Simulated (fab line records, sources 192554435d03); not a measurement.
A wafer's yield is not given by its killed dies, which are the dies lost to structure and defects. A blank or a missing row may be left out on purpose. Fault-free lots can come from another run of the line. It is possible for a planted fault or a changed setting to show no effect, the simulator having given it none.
Split-lot trial ; flow n5Finfet ; 7 lots, 21 wafers read, on a route of 1938 steps

== ON THE SPLIT ==
At N5_FIN_SAQP_PECVD_48 (deposits SiNx from SiH4/NH3/N2, target thk 25 nm, time 22.1 s), the setting timeS was moved away from the recipe's 22.1 s on 5 of the 21 wafers read, by -8.4% to +11.3%. All remaining wafers had this setting at the recipe value.

== FROM THE SPLIT TO THE READING: what the file shows between them, 2 steps ==
- N5_FIN_SAQP_PECVD_06: deposits a-Si from SiH4/He, target thk 60 nm, time 48.1 s
- N5_FIN_SAQP_MANDREL1_REMOVE_56: chemistry HBr/Cl2/O2, target a-Si, stops on SiNx, bt time 10 s

== THE READING ==
etch.depthNm (the simulator's own value, which no gauge read), in nm, at N5_FIN_SAQP_ETCH_57 (etches SiNx in CH3F/O2, target depth 32.5 nm, time 46.4 s). The file does not state a usual value for it. Across the 16 wafers here that went through the recipe, the average is 24.96 nm and the standard deviation 0.39 nm.

wafer;tool, chamber at the split;timeS as run, s;against the recipe;etch.depthNm, nm;against lot-mates on the recipe
L076.1;pecvd-04, 2;22.1;recipe;25.19;-
L076.3;pecvd-04, 1;20.25;-8.4%;23.34;-2.07
L076.5;pecvd-04, 1;22.1;recipe;25.63;-
L080.1;pecvd-01, 0;22.1;recipe;24.84;-
L080.3;pecvd-01, 1;22.1;recipe;24.59;-
L080.6;pecvd-01, 2;22.1;recipe;25.26;-
L081.3;pecvd-04, 2;22.1;recipe;24.71;-
L081.4;pecvd-04, 2;22.1;recipe;25.46;-
L081.6;pecvd-04, 1;24.6;+11.3%;28.43;+3.34
L083.2;pecvd-04, 0;22.1;recipe;24.65;-
L083.4;pecvd-04, 1;20.78;-6.0%;23.7;-0.95
L083.5;pecvd-04, 2;20.78;-6.0%;23.78;-0.87
L095.1;pecvd-03, 2;22.1;recipe;25.33;-
L095.3;pecvd-03, 1;22.1;recipe;24.65;-
L095.4;pecvd-03, 0;22.1;recipe;25.02;-
L096.2;pecvd-03, 1;22.1;recipe;24.36;-
L096.4;pecvd-03, 0;22.1;recipe;25.22;-
L096.6;pecvd-03, 1;22.1;recipe;25.28;-
L097.1;pecvd-04, 2;22.1;recipe;24.23;-
L097.3;pecvd-04, 2;23.27;+5.3%;25.78;+1.18
L097.6;pecvd-04, 1;22.1;recipe;24.97;-

THE FIT
A straight line over all 21 wafers: etch.depthNm changes by +0.242 nm for each +1% of timeS; r = +0.91; the points scatter about the line by 0.42 nm.
The same after taking each lot's own level away (the mean of its wafers on the recipe; 21 wafers): +0.244 nm for each +1%; r = +0.94; scatter 0.36 nm.
According to that fit, moving timeS by its largest amount changes the reading by 2.8 nm.
The span of the lots' own levels, 24.600 to 25.410 nm, comes to 2.1 times the standard deviation stated above.
The two slopes are in agreement: the lot-to-lot level therefore moves the slope only a little.
Check: +2.34 nm against its lot-mates is what the line predicts for one of the wafers moved furthest among these (+11.3%) when that wafer is left out of the fit. It came out at +3.34 nm against them.

== ADDITIONAL SPLITS CARRIED BY THESE WAFERS ==
Before the reading, these wafers also passed through other splits. Each is held against what the fit with the lots' levels taken away leaves over:
other split on the same wafers;wafers away from the commonest value;r with etch.depthNm (lot level and that fit taken away)
N5_ZERO_LAYER_EXPOSE_08 doseMj;3;-0.12
N5_ZERO_LAYER_DEVELOP_10 developTimeS;3;+0.27
N5_PMOS_HMC_CHANNEL_EPI_EXPOSE_06 doseMj;7;+0.02
N5_PMOS_HMC_CHANNEL_EPI_PEB_07 pebTempC;5;+0.11
N5_FIN_SAQP_ALD_61 aldCycles;7;+0.34

== THE WHOLE CHAIN: every reading that the file lists as answering this split, in the file's order ==
step;what it does;reading;change (the file's fit);r (the file's)
N5_FIN_SAQP_PECVD_48;deposits SiNx from SiH4/NH3/N2, target thk 25 nm, time 22.1 s;SiNx_of_FIN_SAQP_PECVD_48.thkNm (the simulator's own value, which no gauge read);+0.255 nm for each +1% of the setting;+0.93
N5_FIN_SAQP_ETCH_57;etches SiNx in CH3F/O2, target depth 32.5 nm, time 46.4 s;etchRfOnTimeS;withheld for each +1% of the setting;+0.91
N5_FIN_SAQP_ETCH_57;etches SiNx in CH3F/O2, target depth 32.5 nm, time 46.4 s;etch.depthNm (the simulator's own value, which no gauge read);+0.255 nm for each +1% of the setting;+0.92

== THE FILE'S OWN FIT ==
etch.depthNm changes by +0.255 nm for each +1% of timeS, r = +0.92.
